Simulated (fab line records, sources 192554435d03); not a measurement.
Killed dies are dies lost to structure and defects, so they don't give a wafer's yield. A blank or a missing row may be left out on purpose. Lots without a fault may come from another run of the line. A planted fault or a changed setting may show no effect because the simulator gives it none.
Chamber matching | flow n5_finfet | N5_SDB_ALD_29 on ald_sin-01: 4 sister chambers
The step deposits SiNx, target thk 30 nm, pulse time 1 s, ald cycles 600. 8 wafers are shown with their chamber, then 8 later ones without.

WAFERS WITH THEIR CHAMBER
wafer  | chamber | heater_power_w (W) | precursor_pulse_height_rel
L079.6 | 3       | 843                | 0.981
L083.5 | 3       | 837                | 1.017
L087.1 | 1       | 808                | 1.008
L087.3 | 0       | 765                | 0.966
L088.1 | 2       | 798                | 0.993
L088.3 | 1       | 805                | 1.022
L088.5 | 2       | 782                | 0.942
L090.1 | 0       | 785                | 0.986

WAFERS WITHOUT THEIR CHAMBER
wafer  | heater_power_w (W) | precursor_pulse_height_rel
L090.2 | 769                | 0.973
L090.5 | 797                | 1.016
L091.2 | 811                | 0.982
L091.3 | 835                | 1.044
L091.4 | 787                | 0.994
L093.2 | 793                | 1.003
L093.4 | 770                | 1.012
L093.5 | 833                | 1.007

WHICH CHAMBER EACH WENT THROUGH
wafer  | from the rows above          | in truth
L090.2 | can't be placed: 0 or 2      | 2
L090.5 | can't be placed: 1 or 2 or 0 | 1
L091.2 | can't be placed: 1 or 2 or 3 | 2
L091.3 | can't be placed: 3 or 1      | 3
L091.4 | can't be placed: 2 or 0 or 1 | 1
L093.2 | can't be placed: 1 or 2 or 0 | 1
L093.4 | can't be placed: 0 or 2      | 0
L093.5 | 3                            | 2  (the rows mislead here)
Placed correctly: 0 of 8. Can't be placed from these rows: 7 (the true chamber is among the candidates in 7). Placed wrongly: 1.
How it was worked out, from the rows above alone: a wafer's distance from a chamber is the root of the sum, over the readings, of the square of ((its reading less the chamber's mean) divided by the reading's scatter). The wafer belongs to the nearest chamber; if the next one is less than 2 further off, it can't be placed. A chamber's mean is the mean of its shown wafers. The scatter: the root of (the sum of the squares of (reading less its chamber's mean) over the shown wafers, divided by (wafers less chambers)).
